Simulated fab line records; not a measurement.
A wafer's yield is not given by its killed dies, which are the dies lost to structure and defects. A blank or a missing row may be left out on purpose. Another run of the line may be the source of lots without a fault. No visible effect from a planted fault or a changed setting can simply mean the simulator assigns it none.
Split-lot experiment | flow n5_finfet | on a route of 1938 steps: 7 lots, 21 wafers read

== THE SPLIT ITSELF ==
At N5_BEOL_M14_TRENCH_ETCH_34 (etches SiO2 in C4F8/O2/Ar, target depth 556.65 nm, time 126.9 s), the setting time_s was moved away from the recipe's 126.9 s on 2 of the 21 wafers read, by -16.4% to +10.2%. For the rest of the wafers, this setting stayed at what the recipe calls for.

== BETWEEN THE SPLIT AND THE READING: the file shows 1 step in between ==
- N5_BEOL_M14_STRIP_70: strips in C4F8/O2/Ar

== THE READING ==
trench_depth_nm, in nm, at N5_BEOL_M14_OCD_MEAS_35. A value of 560 nm with a standard deviation of 8.6 nm is what fault-free wafers of this fab line usually give.

wafer  | tool, chamber at the split | time_s as run, s | against the recipe | trench_depth_nm, nm | against lot-mates on the recipe
L076.3 | rie_diel-04, 1             | 126.9            | recipe             | 564                 | -
L076.4 | rie_diel-04, 2             | 126.9            | recipe             | 578                 | -
L076.5 | rie_diel-04, 0             | 126.9            | recipe             | 553                 | -
L077.1 | rie_diel-05, 1             | 126.9            | recipe             | 571                 | -
L077.3 | rie_diel-05, 2             | 126.9            | recipe             | 564                 | -
L077.4 | rie_diel-05, 3             | 126.9            | recipe             | 555                 | -
L078.1 | rie_diel-02, 1             | 126.9            | recipe             | 555                 | -
L078.4 | rie_diel-02, 3             | 126.9            | recipe             | 549                 | -
L078.6 | rie_diel-02, 3             | 126.9            | recipe             | 552                 | -
L079.1 | rie_diel-05, 1             | 126.9            | recipe             | 566                 | -
L079.2 | rie_diel-05, 3             | 126.9            | recipe             | 561                 | -
L079.3 | rie_diel-05, 0             | 126.9            | recipe             | 571                 | -
L085.1 | rie_diel-05, 2             | 126.9            | recipe             | 563                 | -
L085.3 | rie_diel-05, 0             | 139.9            | +10.2%             | 615                 | +51
L085.4 | rie_diel-05, 1             | 126.9            | recipe             | 565                 | -
L083.3 | rie_diel-02, 2             | 126.9            | recipe             | 551                 | -
L083.5 | rie_diel-02, 3             | 126.9            | recipe             | 553                 | -
L083.6 | rie_diel-02, 2             | 126.9            | recipe             | 556                 | -
L092.2 | rie_diel-02, 3             | 126.9            | recipe             | 556                 | -
L092.4 | rie_diel-02, 2             | 126.9            | recipe             | 553                 | -
L092.5 | rie_diel-02, 1             | 106.1            | -16.4%             | 466                 | -88

FIT RESULTS
A straight line over all 21 wafers: trench_depth_nm changes by +5.63 nm for each +1% of time_s; r = +0.95; the points scatter about the line by 7.8 nm.
The same after taking each lot's own level away (the mean of its wafers on the recipe; 21 wafers): +5.28 nm for each +1%; r = +0.97; scatter 5.3 nm.
The reading moves by 86 nm for the largest change in time_s, on that fit.
Measured against the standard deviation above, the lots' own levels, which go from 552.0 to 566.0 nm, span 1.6 times it.
Consequently the slope shifts little with the lot-to-lot level, the two slopes agreeing.
Check: with one of the wafers moved furthest among these (-16.4%) left out of the fit, the line predicts -81.6 nm for it against its lot-mates. Against them it came out at -88.5 nm.

== OTHER SPLITS ON THESE WAFERS ==
Other splits were also applied to these wafers ahead of the reading. Each is held against what the fit with the lots' levels taken away leaves over:
other split on the same wafers | wafers away from the commonest value | r with trench_depth_nm (lot level and that fit taken away)
N5_BEOL_M11_EXPOSE_08 dose_mj  | 8                                    | +0.17
N5_BEOL_M11_ETCH_62 time_s     | 7                                    | +0.03
N5_BEOL_M12_SPUTTER_44 time_s  | 5                                    | +0.16
N5_BEOL_M13_COAT_58 spin_rpm   | 5                                    | -0.30
N5_BEOL_M13_COAT_22 spin_rpm   | 5                                    | +0.14

== THE WHOLE CHAIN: every reading that the file lists as answering this split, in the file's order ==
step                       | what it does                                                    | reading                                                        | change (the file's fit)              | r (the file's)
N5_BEOL_M14_TRENCH_ETCH_34 | etches SiO2 in C4F8/O2/Ar, target depth 556.65 nm, time 126.9 s | etch.depth_nm (the simulator's own value, which no gauge read) | +5.28 nm for each +1% of the setting | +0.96
N5_BEOL_M14_OCD_MEAS_35    |                                                                 | trench_depth_nm                                                | +5.27 nm for each +1% of the setting | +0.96

== FILE'S OWN FIT ==
trench_depth_nm changes by +5.27 nm for each +1% of time_s, r = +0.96.
